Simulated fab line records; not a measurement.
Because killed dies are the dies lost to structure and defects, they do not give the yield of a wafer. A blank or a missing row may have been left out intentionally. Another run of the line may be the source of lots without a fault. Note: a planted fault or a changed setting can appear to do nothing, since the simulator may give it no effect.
2 desks looking at one fault || flow n5 finfet || every desk sees just its own numbers, and what lay behind them comes last

== AT THE METROLOGY DESK ==
What the gauges read, lot by lot, whatever tool the lot ran on: means of the sampled wafers that have a number. The brackets show how far a lot's mean lies from the usual mean; more than 4 standard deviations puts the lot out of limits, marked OUT. Readings shown: 7 of its 11, picked as those furthest out on some lot.
Columns: A = M1_RS at N5_BEOL_M1_RS_MEAS_58, usual 0.67 ohm/sq; B = DIBL_P at N5_BEOL_M4_RC_MEAS_101, usual 36.4 mV/V; C = IOFF_N at N5_BEOL_M4_RC_MEAS_101, usual 0.17 nA/um; D = ION_P at N5_BEOL_M4_RC_MEAS_101, usual 462 uA/um; E = SS_P at N5_BEOL_M4_RC_MEAS_101, usual 73.4 mV/dec; F = VT_N at N5_BEOL_M4_RC_MEAS_101, usual 249 mV; G = VT_P at N5_BEOL_M4_RC_MEAS_101, usual -251 mV
{"lot": "L613", "first seen here": "day 7 06:08", "A": 0.66, "B": 37.8, "C": 0.18, "D": 460, "E": 74.1, "F": 247, "G": -250}
{"lot": "L612", "first seen here": "day 7 08:04", "A": 0.67, "B": 37.6, "C": 0.19, "D": 464, "E": 74.3, "F": 246, "G": -250}
{"lot": "L617", "first seen here": "day 8 01:02", "A": 0.64, "B": 37.4, "C": 0.19, "D": 464, "E": 73.6, "F": 247, "G": -250}
{"lot": "L619", "first seen here": "day 8 04:17", "A": 0.69, "B": 34.2, "C": 0.15, "D": 466, "E": 72.9, "F": 249, "G": -250}
{"lot": "L622", "first seen here": "day 9 01:13", "A": 0.61, "B": 38.6, "C": 0.17, "D": 473, "E": 72.9, "F": 247, "G": -246}
{"lot": "L623", "first seen here": "day 9 09:24", "A": 0.69, "B": 34.9, "C": 0.12, "D": 454, "E": 72.4, "F": 255, "G": -253}
{"lot": "L624", "first seen here": "day 9 18:27", "A": 0.66, "B": 37.1, "C": 0.17, "D": 460, "E": 73.9, "F": 250, "G": -253}
{"lot": "L625", "first seen here": "day 10 23:37", "A": 0.66, "B": 37.5, "C": 0.17, "D": 450, "E": 73.3, "F": 251, "G": -255}
{"lot": "L634", "first seen here": "day 12 08:29", "A": 0.68, "B": 36.1, "C": 0.17, "D": 460, "E": 73.2, "F": 247, "G": -252}
{"lot": "L635", "first seen here": "day 12 15:13", "A": 0.65, "B": 33.5, "C": 0.14, "D": 463, "E": 73.0, "F": 251, "G": -252}
Finding of this desk: none of the 10 lots has anything out of limits.

== THE DEFECT DESK ==
Lot by lot, what the route's inspections counted, given as the mean of those sampled wafers with a number. The brackets show how far a lot's mean lies from the usual mean; more than 4 standard deviations puts the lot out of limits, marked OUT.
Columns: A = raw defect count at N5_BEOL_M1_INSPECT_59, usual 76; B = raw defect count at N5_BEOL_M2_INSPECT_13, usual 452
{"lot": "L613", "first seen here": "day 7 06:10", "A": 77, "B": 421}
{"lot": "L612", "first seen here": "day 7 08:06", "A": 71, "B": 430}
{"lot": "L617", "first seen here": "day 8 01:04", "A": 60, "B": 400}
{"lot": "L619", "first seen here": "day 8 04:19", "A": 110, "B": 442}
{"lot": "L622", "first seen here": "day 9 01:14", "A": "589 (+22) OUT", "B": "1038 (+6.2) OUT"}
{"lot": "L623", "first seen here": "day 9 09:26", "A": 79, "B": 454}
{"lot": "L624", "first seen here": "day 9 18:28", "A": "603 (+23) OUT", "B": "893 (+4.6) OUT"}
{"lot": "L625", "first seen here": "day 10 23:38", "A": 47, "B": 547}
{"lot": "L634", "first seen here": "day 12 08:31", "A": 80, "B": 457}
{"lot": "L635", "first seen here": "day 12 15:14", "A": 102, "B": 376}
This desk's verdict: out of limits on L622, L624, starting with L622 at day 9 01:14 (raw defect count at N5_BEOL_M1_INSPECT_59). L613, L612, L617, L619, L623, L625, L634, L635 stayed within limits.

== PUT TOGETHER ==
The defect desk could have raised an alarm at day 9 01:14, on L622, L624.
Nothing out of limits was seen by the metrology desk.
The metrology desk has L622, L624 on record, within its limits.
Every lot named ran N5_BEOL_M1_PRE_CLEAN_56 on pecvd-04.

== WHAT THE SIMULATOR HAD INSERTED ==
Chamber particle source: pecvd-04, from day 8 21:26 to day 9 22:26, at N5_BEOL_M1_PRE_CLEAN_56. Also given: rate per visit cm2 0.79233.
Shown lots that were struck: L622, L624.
Hours from the fault's start to each desk's first reading out of limits: the defect desk, 4.
